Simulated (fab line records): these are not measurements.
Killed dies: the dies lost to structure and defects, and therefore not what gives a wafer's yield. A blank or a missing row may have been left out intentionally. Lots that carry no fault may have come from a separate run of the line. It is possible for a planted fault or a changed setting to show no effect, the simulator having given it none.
Split-lot study -- flow n5Finfet -- 39 wafers read across 7 lots, on a route 1938 steps long

## THE SPLIT ITSELF
At N5_HKMG_FIN_NWFM_ALD_20 (deposits TiAlC, target thk 2 nm, pulse time 3 s, purge time 2 s), the setting aldCycles was moved away from the recipe's 7 on 15 of the 39 wafers read, by +14.3% to +42.9%. For the rest of the wafers, this setting stayed at what the recipe calls for.

The reading comes from the split's own step.

## THE READING
TiAlC_of_HKMG_FIN_NWFM_ALD_20.thkNm (the simulator's own value, which no gauge read), in nm, at N5_HKMG_FIN_NWFM_ALD_20 (deposits TiAlC, target thk 2 nm, pulse time 3 s, purge time 2 s). The file does not state a usual value for it.

wafer,"tool, chamber at the split",aldCycles as run,against the recipe,"TiAlC_of_HKMG_FIN_NWFM_ALD_20.thkNm, nm",against lot-mates on the recipe
L074.1,"aldMetal-04, 2,2,3",7,recipe,2,-
L074.5,"aldMetal-04, 2,2,3",7,recipe,2,-
L074.6,"aldMetal-04, 2,2,3",7,recipe,2,-
L076.1,"aldMetal-01, 1,0,3",7,recipe,2,-
L076.4,"aldMetal-01, 1,0,3",7,recipe,2,-
L076.6,"aldMetal-01, 1,0,3",7,recipe,2,-
L076.2,"aldMetal-01, 2,3,0",9,+28.6%,2.6,+0.6
L076.3,"aldMetal-01, 2,3,0",9,+28.6%,2.6,+0.6
L076.5,"aldMetal-01, 2,3,0",9,+28.6%,2.6,+0.6
L077.1,"aldMetal-04, 1,0,2",7,recipe,2,-
L077.4,"aldMetal-04, 1,0,2",7,recipe,2,-
L077.5,"aldMetal-04, 1,0,2",7,recipe,2,-
L077.2,"aldMetal-04, 0,2,1",8,+14.3%,2.2,+0.2
L077.3,"aldMetal-04, 0,2,1",8,+14.3%,2.2,+0.2
L077.6,"aldMetal-04, 0,2,1",8,+14.3%,2.2,+0.2
L078.1,"aldMetal-01, 0,2,3",10,+42.9%,2.8,+0.8
L078.2,"aldMetal-01, 0,2,3",10,+42.9%,2.8,+0.8
L078.3,"aldMetal-01, 0,2,3",10,+42.9%,2.8,+0.8
L078.4,"aldMetal-01, 1,3,0",7,recipe,2,-
L078.5,"aldMetal-01, 1,3,0",7,recipe,2,-
L078.6,"aldMetal-01, 1,3,0",7,recipe,2,-
L093.1,"aldMetal-01, 0,3,0",10,+42.9%,2.8,+0.8
L093.3,"aldMetal-01, 0,3,0",10,+42.9%,2.8,+0.8
L093.6,"aldMetal-01, 0,3,0",10,+42.9%,2.8,+0.8
L093.2,"aldMetal-01, 2,1,3",7,recipe,2,-
L093.4,"aldMetal-01, 2,1,3",7,recipe,2,-
L093.5,"aldMetal-01, 2,1,3",7,recipe,2,-
L096.1,"aldMetal-01, 2,3,0,1,2,3",7,recipe,2,-
L096.2,"aldMetal-01, 2,3,0,1,2,3",7,recipe,2,-
L096.3,"aldMetal-01, 2,3,0,1,2,3",7,recipe,2,-
L096.4,"aldMetal-01, 2,3,0,1,2,3",7,recipe,2,-
L096.5,"aldMetal-01, 2,3,0,1,2,3",7,recipe,2,-
L096.6,"aldMetal-01, 2,3,0,1,2,3",7,recipe,2,-
L097.1,"aldMetal-04, 2,0,3",9,+28.6%,2.6,+0.6
L097.2,"aldMetal-04, 2,0,3",9,+28.6%,2.6,+0.6
L097.4,"aldMetal-04, 2,0,3",9,+28.6%,2.6,+0.6
L097.3,"aldMetal-04, 1,0,1",7,recipe,2,-
L097.5,"aldMetal-04, 1,0,1",7,recipe,2,-
L097.6,"aldMetal-04, 1,0,1",7,recipe,2,-
If several chambers appear in one row, that row covers several wafers at once and the file leaves open which wafer was in which chamber.

THE FIT
A straight line over all 39 wafers: TiAlC_of_HKMG_FIN_NWFM_ALD_20.thkNm changes by +0.0192 nm for each +1% of aldCycles; r = +1.00; the points scatter about the line by 0.031 nm.
The same after taking each lot's own level away (the mean of its wafers on the recipe; 39 wafers): +0.0192 nm for each +1%; r = +1.00; scatter 0.031 nm.
Per that fit: largest aldCycles move, reading shift of 0.82 nm.
The lots' own levels span 2.00 to 2.00 nm.
Consequently the slope shifts little with the lot-to-lot level, the two slopes agreeing.
Check: with one of the wafers moved furthest among these (+42.9%) left out of the fit, the line predicts +0.825 nm for it against its lot-mates. Against them it came out at +0.8 nm.

## THE OTHER SPLITS THESE WAFERS WENT THROUGH
These wafers also went through other splits before the reading. Each is held against what the fit with the lots' levels taken away leaves over:
other split on the same wafers,wafers away from the commonest value,r with TiAlC_of_HKMG_FIN_NWFM_ALD_20.thkNm (lot level and that fit taken away)
N5_FIN_SAQP_HM_DEP_03 timeS,12,+0.39
N5_DUMMY_GATE_ETCH_31 targetDepthA,18,+0.24
N5_SD_EPI_N_EPI_21 epiGrowthTimeS,12,-0.11

## THE FILE'S OWN FIT
TiAlC_of_HKMG_FIN_NWFM_ALD_20.thkNm changes by +0.0192 nm for each +1% of aldCycles, r = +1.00.
